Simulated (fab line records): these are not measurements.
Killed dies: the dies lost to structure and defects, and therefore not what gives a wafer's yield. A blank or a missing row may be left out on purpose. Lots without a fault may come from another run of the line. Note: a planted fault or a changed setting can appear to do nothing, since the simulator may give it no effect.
Which tool was responsible? / flow n5-finfet / 10 lots with 29 wafers sampled at 6 steps, on a route of 1938 steps

== WHAT THE GAUGES READ, wafer by wafer ==
N5_START_INSPECT_01: inspects for defects (unpatterned scan). Usual: 5.9 for raw-defect-count, sd 2.4.
lot=L958; measured=day 2 00:02; on=defect-inspect-01; raw-defect-count=5 7 7; flag=
lot=L959; measured=day 2 06:02; on=defect-inspect-01; raw-defect-count=6 3; flag=
lot=L960; measured=day 2 12:02; on=defect-inspect-01; raw-defect-count=11 9 3; flag=
lot=L961; measured=day 2 18:02; on=defect-inspect-02; raw-defect-count=7 3 4; flag=
lot=L964; measured=day 3 12:02; on=defect-inspect-02; raw-defect-count=11 2 13; flag=
lot=L971; measured=day 5 06:02; on=defect-inspect-01; raw-defect-count=2 8 4; flag=
lot=L974; measured=day 6 00:02; on=defect-inspect-01; raw-defect-count=6 4 5; flag=
lot=L976; measured=day 6 12:02; on=defect-inspect-02; raw-defect-count=5 1 10; flag=
lot=L977; measured=day 6 18:02; on=defect-inspect-01; raw-defect-count=2 6 6; flag=
lot=L979; measured=day 7 06:02; on=defect-inspect-01; raw-defect-count=4 6 5; flag=

N5_WELL_APT_OVL_MEAS_09. Usual: NWELL_OVL typically reads 3 nm, with standard deviation 6.5.
lot=L958; measured=day 2 01:58; on=overlay-01; NWELL_OVL (nm)=-6 -8 -6; flag=
lot=L959; measured=day 2 07:44; on=overlay-01; NWELL_OVL (nm)=0 3; flag=
lot=L960; measured=day 2 13:52; on=overlay-02; NWELL_OVL (nm)=-8 3 4; flag=
lot=L961; measured=day 2 19:43; on=overlay-01; NWELL_OVL (nm)=10 19 5; flag=
lot=L964; measured=day 3 13:50; on=overlay-02; NWELL_OVL (nm)=1 -5 5; flag=
lot=L971; measured=day 5 07:53; on=overlay-01; NWELL_OVL (nm)=8 -2 3; flag=
lot=L974; measured=day 6 02:37; on=overlay-02; NWELL_OVL (nm)=0 3 2; flag=
lot=L976; measured=day 6 13:43; on=overlay-01; NWELL_OVL (nm)=8 3 2; flag=
lot=L977; measured=day 6 19:43; on=overlay-02; NWELL_OVL (nm)=9 9 12; flag=
lot=L979; measured=day 7 07:36; on=overlay-01; NWELL_OVL (nm)=-2 -1 4; flag=

N5_WELL_APT_INSPECT_10: inspects for defects (macro). Usual: 2.2 for raw-defect-count, sd 1.6.
lot=L958; measured=day 2 01:59; on=defect-inspect-01; raw-defect-count=4 3 3; flag=
lot=L959; measured=day 2 07:46; on=defect-inspect-02; raw-defect-count=3 1; flag=
lot=L960; measured=day 2 13:53; on=defect-inspect-01; raw-defect-count=1 2 2; flag=
lot=L961; measured=day 2 19:44; on=defect-inspect-02; raw-defect-count=1 3 1; flag=
lot=L964; measured=day 3 13:52; on=defect-inspect-02; raw-defect-count=0 2 3; flag=
lot=L971; measured=day 5 07:54; on=defect-inspect-01; raw-defect-count=2 0 4; flag=
lot=L974; measured=day 6 02:38; on=defect-inspect-01; raw-defect-count=1 0 1; flag=
lot=L976; measured=day 6 13:44; on=defect-inspect-02; raw-defect-count=2 2 1; flag=
lot=L977; measured=day 6 19:44; on=defect-inspect-02; raw-defect-count=1 3 6; flag=
lot=L979; measured=day 7 07:38; on=defect-inspect-02; raw-defect-count=1 4 2; flag=

N5_WELL_APT_CD_MEAS_25: the cd target is 200 nm. Usual: 199.1 nm for cd-nm, sd 2.2.
lot=L958; measured=day 2 03:11; on=cd-sem-03; cd-nm (nm)=201.3 199.7 198.4; flag=
lot=L959; measured=day 2 08:50; on=cd-sem-01; cd-nm (nm)=200.0 196.2; flag=
lot=L960; measured=day 2 15:05; on=cd-sem-02; cd-nm (nm)=197.6 195.8 198.3; flag=
lot=L961; measured=day 2 20:56; on=cd-sem-03; cd-nm (nm)=200.5 201.6 203.2; flag=
lot=L964; measured=day 3 15:49; on=cd-sem-02; cd-nm (nm)=198.5 201.0 199.2; flag=
lot=L971; measured=day 5 09:08; on=cd-sem-01; cd-nm (nm)=201.1 198.2 197.3; flag=
lot=L974; measured=day 6 03:49; on=cd-sem-03; cd-nm (nm)=170.3 155.5 200.1; flag=OFF
lot=L976; measured=day 6 15:01; on=cd-sem-02; cd-nm (nm)=199.5 197.2 199.6; flag=
lot=L977; measured=day 6 20:48; on=cd-sem-01; cd-nm (nm)=199.7 199.9 198.6; flag=
lot=L979; measured=day 7 08:49; on=cd-sem-02; cd-nm (nm)=198.6 200.8 197.5; flag=

N5_BEOL_M4_RC_MEAS_101. Usual: DIBL_N 35.9 mV/V, standard deviation 1.6; DIBL_P 35.6 mV/V, standard deviation 2.1; IOFF_N 0.149 nA/um, standard deviation 0.029; IOFF_P 0.20 nA/um, standard deviation 0.033; ION_N 671 uA/um, standard deviation 11; ION_P 460 uA/um, standard deviation 7.3; SS_N 71.4 mV/dec, standard deviation 0.62; SS_P 73.2 mV/dec, standard deviation 0.65; VT_N 251 mV, standard deviation 3.1; VT_P -251 mV, standard deviation 3.4.
lot=L958; measured=day 8 12:00; on=prober-01; DIBL_N (mV/V)=34.8 35.9 33.8; DIBL_P (mV/V)=36.8 38.6 35.6; IOFF_N (nA/um)=0.153 0.169 0.124; IOFF_P (nA/um)=0.19 0.20 0.17; ION_N (uA/um)=687 676 654; ION_P (uA/um)=462 455 454; SS_N (mV/dec)=71.7 72.1 71.4; SS_P (mV/dec)=73.5 73.4 72.9; VT_N (mV)=252 252 260; VT_P (mV)=-255 -253 -256; flag=
lot=L959; measured=day 8 14:39; on=prober-02; DIBL_N (mV/V)=35.5 34.7; DIBL_P (mV/V)=36.8 35.0; IOFF_N (nA/um)=0.138 0.136; IOFF_P (nA/um)=0.18 0.16; ION_N (uA/um)=668 668; ION_P (uA/um)=454 452; SS_N (mV/dec)=71.2 71.5; SS_P (mV/dec)=73.5 72.3; VT_N (mV)=251 253; VT_P (mV)=-256 -256; flag=
lot=L960; measured=day 9 00:58; on=prober-02; DIBL_N (mV/V)=34.9 32.3 33.7; DIBL_P (mV/V)=35.5 33.0 34.1; IOFF_N (nA/um)=0.133 0.114 0.122; IOFF_P (nA/um)=0.19 0.16 0.18; ION_N (uA/um)=665 669 667; ION_P (uA/um)=451 456 464; SS_N (mV/dec)=71.9 70.5 70.7; SS_P (mV/dec)=72.9 73.0 72.4; VT_N (mV)=252 254 252; VT_P (mV)=-251 -253 -254; flag=
lot=L961; measured=day 9 07:43; on=prober-02; DIBL_N (mV/V)=35.4 34.4 36.6; DIBL_P (mV/V)=33.4 31.4 34.7; IOFF_N (nA/um)=0.133 0.114 0.152; IOFF_P (nA/um)=0.18 0.15 0.19; ION_N (uA/um)=668 664 677; ION_P (uA/um)=459 456 459; SS_N (mV/dec)=70.8 71.0 71.3; SS_P (mV/dec)=72.8 72.5 73.8; VT_N (mV)=251 254 250; VT_P (mV)=-251 -254 -251; flag=
lot=L964; measured=day 9 17:02; on=prober-01; DIBL_N (mV/V)=36.0 36.4 36.3; DIBL_P (mV/V)=38.9 37.9 38.7; IOFF_N (nA/um)=0.162 0.158 0.175; IOFF_P (nA/um)=0.24 0.22 0.24; ION_N (uA/um)=676 681 704; ION_P (uA/um)=477 468 480; SS_N (mV/dec)=70.3 71.3 71.8; SS_P (mV/dec)=73.6 73.6 73.8; VT_N (mV)=250 248 248; VT_P (mV)=-247 -248 -245; flag=
lot=L971; measured=day 11 17:20; on=prober-01; DIBL_N (mV/V)=37.1 37.1 37.4; DIBL_P (mV/V)=35.7 36.3 37.6; IOFF_N (nA/um)=0.152 0.158 0.155; IOFF_P (nA/um)=0.18 0.19 0.20; ION_N (uA/um)=673 670 677; ION_P (uA/um)=462 464 460; SS_N (mV/dec)=71.7 72.0 72.0; SS_P (mV/dec)=73.0 73.3 73.9; VT_N (mV)=252 250 251; VT_P (mV)=-253 -253 -250; flag=
lot=L974; measured=day 12 13:02; on=prober-02; DIBL_N (mV/V)=35.2 35.1; DIBL_P (mV/V)=34.7 34.6; IOFF_N (nA/um)=0.118 0.127; IOFF_P (nA/um)=0.16 0.16; ION_N (uA/um)=661 680; ION_P (uA/um)=454 464; SS_N (mV/dec)=71.2 70.7; SS_P (mV/dec)=73.4 73.3; VT_N (mV)=254 251; VT_P (mV)=-257 -255; flag=
lot=L976; measured=day 12 19:22; on=prober-01; DIBL_N (mV/V)=35.7 33.7 36.3; DIBL_P (mV/V)=34.9 32.6 35.9; IOFF_N (nA/um)=0.132 0.110 0.150; IOFF_P (nA/um)=0.20 0.17 0.21; ION_N (uA/um)=672 651 664; ION_P (uA/um)=465 454 453; SS_N (mV/dec)=72.0 70.9 71.7; SS_P (mV/dec)=73.4 72.2 73.2; VT_N (mV)=254 254 252; VT_P (mV)=-250 -249 -248; flag=
lot=L977; measured=day 13 00:59; on=prober-02; DIBL_N (mV/V)=36.6 35.3 35.5; DIBL_P (mV/V)=35.6 35.2 34.1; IOFF_N (nA/um)=0.183 0.175 0.161; IOFF_P (nA/um)=0.23 0.23 0.20; ION_N (uA/um)=677 686 670; ION_P (uA/um)=466 469 457; SS_N (mV/dec)=72.1 71.3 72.1; SS_P (mV/dec)=73.3 73.8 73.5; VT_N (mV)=245 245 248; VT_P (mV)=-249 -248 -251; flag=
lot=L979; measured=day 13 15:45; on=prober-02; DIBL_N (mV/V)=34.6 34.9 35.7; DIBL_P (mV/V)=34.7 33.6 34.8; IOFF_N (nA/um)=0.133 0.135 0.154; IOFF_P (nA/um)=0.19 0.16 0.19; ION_N (uA/um)=665 679 681; ION_P (uA/um)=458 461 459; SS_N (mV/dec)=71.8 71.3 71.5; SS_P (mV/dec)=72.8 72.4 73.6; VT_N (mV)=251 252 250; VT_P (mV)=-251 -253 -249; flag=

== EACH LOT AND THE TOOL THAT RAN IT (in order: tool; ch and the chambers of the sampled wafers; start) ==
lot=L958; N5_WELL_APT_EXPOSE_22=krf-scanner-02 ch 0, day 2 03:01
lot=L959; N5_WELL_APT_EXPOSE_22=krf-scanner-02 ch 0, day 2 08:40
lot=L960; N5_WELL_APT_EXPOSE_22=krf-scanner-01 ch 0, day 2 14:55
lot=L961; N5_WELL_APT_EXPOSE_22=krf-scanner-02 ch 0, day 2 20:46
lot=L964; N5_WELL_APT_EXPOSE_22=krf-scanner-01 ch 0, day 3 15:39
lot=L971; N5_WELL_APT_EXPOSE_22=krf-scanner-01 ch 0, day 5 08:58
lot=L974; N5_WELL_APT_EXPOSE_22=krf-scanner-02 ch 0, day 6 03:39
lot=L976; N5_WELL_APT_EXPOSE_22=krf-scanner-01 ch 0, day 6 14:51
lot=L977; N5_WELL_APT_EXPOSE_22=krf-scanner-01 ch 0, day 6 20:38
lot=L979; N5_WELL_APT_EXPOSE_22=krf-scanner-01 ch 0, day 7 08:38
- N5_WELL_APT_EXPOSE_22: exposes mask PWELL, defocus 0 nm, target cd 200 nm.

== AS READ BY THE TOOLS THEMSELVES (means over the sampled wafers that have a number; for cases with no such wafer, the mark the record gives instead) ==
N5_WELL_APT_EXPOSE_22. Usual: exposure-dose-mJ-cm2 23.177, standard deviation 0.022; stage-vel-mm-s 499.96 mm/s, standard deviation 0.25.
lot=L958; tool=krf-scanner-02; exposure-dose-mJ-cm2=23.186; stage-vel-mm-s (mm/s)=500.29; flag=
lot=L959; tool=krf-scanner-02; exposure-dose-mJ-cm2=23.181; stage-vel-mm-s (mm/s)=499.99; flag=
lot=L960; tool=krf-scanner-01; exposure-dose-mJ-cm2=23.139; stage-vel-mm-s (mm/s)=499.96; flag=
lot=L961; tool=krf-scanner-02; exposure-dose-mJ-cm2=23.179; stage-vel-mm-s (mm/s)=500.08; flag=
lot=L964; tool=krf-scanner-01; exposure-dose-mJ-cm2=23.185; stage-vel-mm-s (mm/s)=499.72; flag=
lot=L971; tool=krf-scanner-01; exposure-dose-mJ-cm2=23.206; stage-vel-mm-s (mm/s)=500.18; flag=
lot=L974; tool=krf-scanner-02; exposure-dose-mJ-cm2=24.067; stage-vel-mm-s (mm/s)=499.97; flag=OFF
lot=L976; tool=krf-scanner-01; exposure-dose-mJ-cm2=23.168; stage-vel-mm-s (mm/s)=499.85; flag=
lot=L977; tool=krf-scanner-01; exposure-dose-mJ-cm2=23.180; stage-vel-mm-s (mm/s)=499.44; flag=
lot=L979; tool=krf-scanner-01; exposure-dose-mJ-cm2=23.186; stage-vel-mm-s (mm/s)=500.25; flag=

== THE ANSWER, worked out from the rows above alone ==
Rule: take the mean of a lot's wafers that have a number; if it is more than 3 standard deviations from the usual mean, the lot is off. Also off: a lot with no number at a reading for which 4 or more lots have one. Where the step has rows for the other lots, those lots are counted as sound. After the gauges, taken in route order, come the tools' own readings; for these a lot's mean is taken, as printed above. The first step at which some lot is off is used, and at that step the reading that is off furthest; a lot without a number counts as furthest.
Off: L974 (N5_WELL_APT_CD_MEAS_25, cd-nm).
If a tool, at a process step before that reading, ran all the lots that are off and no sound lot after the first of them, it fits. The gauges at N5_WELL_APT_CD_MEAS_25 aren't tried: what is off there is off at N5_WELL_APT_EXPOSE_22 too, on other tools, and a gauge's error can't cause that. One candidate fits, namely krf-scanner-02 at N5_WELL_APT_EXPOSE_22. A fault onset in the window from L961 (day 2 20:46, its last sound lot) to L974 (day 6 03:39, its first lot off) fits.
On the lots that are off, the tool's own readings at N5_WELL_APT_EXPOSE_22 differ by more than 5 times the standard deviation of the sound lots' means, which bears it out; exposure-dose-mJ-cm2 reads 24.067 there versus 23.179 on the sound lots.

== WHAT HAD BEEN PUT IN BY THE SIMULATOR ==
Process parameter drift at N5_WELL_APT_EXPOSE_22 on krf-scanner-02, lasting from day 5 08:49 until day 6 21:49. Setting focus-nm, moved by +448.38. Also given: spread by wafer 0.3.
Struck lots among those shown: L974. The rule given above showed the same thing.
